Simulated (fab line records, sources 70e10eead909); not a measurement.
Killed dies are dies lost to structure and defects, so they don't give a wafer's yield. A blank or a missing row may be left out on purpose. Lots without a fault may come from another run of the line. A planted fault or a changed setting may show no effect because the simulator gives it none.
Which tool did it? | flow nand_harc | 7 lots, 20 wafers sampled, at 2 steps of a route of 1302

WHAT THE GAUGES READ, wafer by wafer
NHARC_A_ONON_D1_THK_MEAS_24: measures by ellipsometry.
lot  | measured     | on            | thk_nm (nm)
L650 | day 8 13:04  | film_metro-01 | 995 995 993
L653 | day 9 21:51  | film_metro-01 | 995 993 993
L656 | day 11 08:04 | film_metro-01 | 1009 1009 1008
L658 | day 11 23:17 | film_metro-01 | 1553 1554
L663 | day 14 15:08 | film_metro-02 | 999 1002 1000
L669 | day 16 13:59 | film_metro-02 | 1001 997 1000
L668 | day 17 05:33 | film_metro-01 | 997 996 993

WHICH TOOL RAN EACH LOT (tool, then ch and the chambers of the sampled wafers, then the start)
lot  | NHARC_A_ONON_D1_DEP_22
L650 | pecvd_onon-04 ch 0, day 8 12:37
L653 | pecvd_onon-01 ch 0, day 9 21:24
L656 | pecvd_onon-03 ch 0, day 11 07:34
L658 | pecvd_onon-01 ch 0, day 11 22:50
L663 | pecvd_onon-01 ch 0, day 14 14:44
L669 | pecvd_onon-01 ch 0, day 16 13:32
L668 | pecvd_onon-01 ch 0, day 17 05:02
- NHARC_A_ONON_D1_DEP_22: target thk 1000 nm.

THE ANSWER, worked out from the rows above alone
Rule: what is usual is taken from the lots themselves. Put in order of their means at a reading, lots are off if they are a third of the lots or fewer, leave a main group of 4 or more, and stand apart from it by a gap of 3 or more times the standard deviation of the main group's means; of several such gaps the widest counts. A main group whose means are all the same, to the digits that the tables above print for the reading, isn't used. A lot without any number at a reading at which 4 lots or more have one is off too. The other lots that the step has rows for count as sound.
Off: L658, at NHARC_A_ONON_D1_THK_MEAS_24 (thk_nm). The main group: mean 999 nm, standard deviation 5.1.
A tool fits if, at a process step before that reading, it ran every lot that is off, and no sound lot after the first of them. The gauges at NHARC_A_ONON_D1_THK_MEAS_24 are tried like those tools. None of those tried fits.

WHAT THE SIMULATOR HAD PUT IN
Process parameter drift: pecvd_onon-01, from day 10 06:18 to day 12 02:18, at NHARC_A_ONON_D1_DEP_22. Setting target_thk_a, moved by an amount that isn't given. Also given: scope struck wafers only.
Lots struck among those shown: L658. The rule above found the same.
